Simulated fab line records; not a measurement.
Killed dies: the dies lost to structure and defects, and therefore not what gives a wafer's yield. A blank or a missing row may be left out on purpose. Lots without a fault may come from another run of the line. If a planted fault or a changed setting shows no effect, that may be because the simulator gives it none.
Matching of chambers | flow n5 finfet | 4 sister chambers for N5_BEOL_M0_SAQP_MANDREL1_REMOVE_100 on rie si-06
The step chemistry HBr/Cl2/O2, target a-Si, stops on SiNx, bt time 10 s. 4 wafers are shown with their chamber, then 8 later ones without.

## WAFERS PAIRED WITH THEIR CHAMBERS
wafer  | chamber | drypump motor current A (A)
L081.3 | 0       | 6.3
L089.3 | 3       | 5.3
L089.6 | 2       | 4.7
L091.1 | 1       | 5.7

## WAFERS WITHOUT THEIR CHAMBER
wafer  | drypump motor current A (A)
L091.3 | 5.2
L091.4 | 6.3
L095.1 | 4.8
L095.3 | 6.3
L095.4 | 5.7
L097.1 | 5.3
L097.2 | 4.8
L097.5 | 5.2

## EACH ONE'S CHAMBER
wafer  | from the rows above | in truth
L091.3 | 3                   | 3
L091.4 | 0                   | 0
L095.1 | 2                   | 2
L095.3 | 0                   | 0
L095.4 | 1                   | 1
L097.1 | 3                   | 3
L097.2 | 2                   | 2
L097.5 | 3                   | 3
Correct placement for 8 of the 8. Can't be placed from these rows: 0. Number placed wrongly: 0.
How it was worked out, from the rows above alone: a wafer's distance from a chamber is the root of the sum, over the readings, of the square of ((its reading less the chamber's mean) divided by the reading's scatter). If the next closest chamber is less than 2 further off than the closest, the wafer can't be placed; otherwise it belongs to the closest. Each chamber's mean is taken over the wafers shown for it. The scatter (one wafer shown for each chamber): square how far every hidden wafer sits from the nearest shown wafer, average those squares and take the square root.
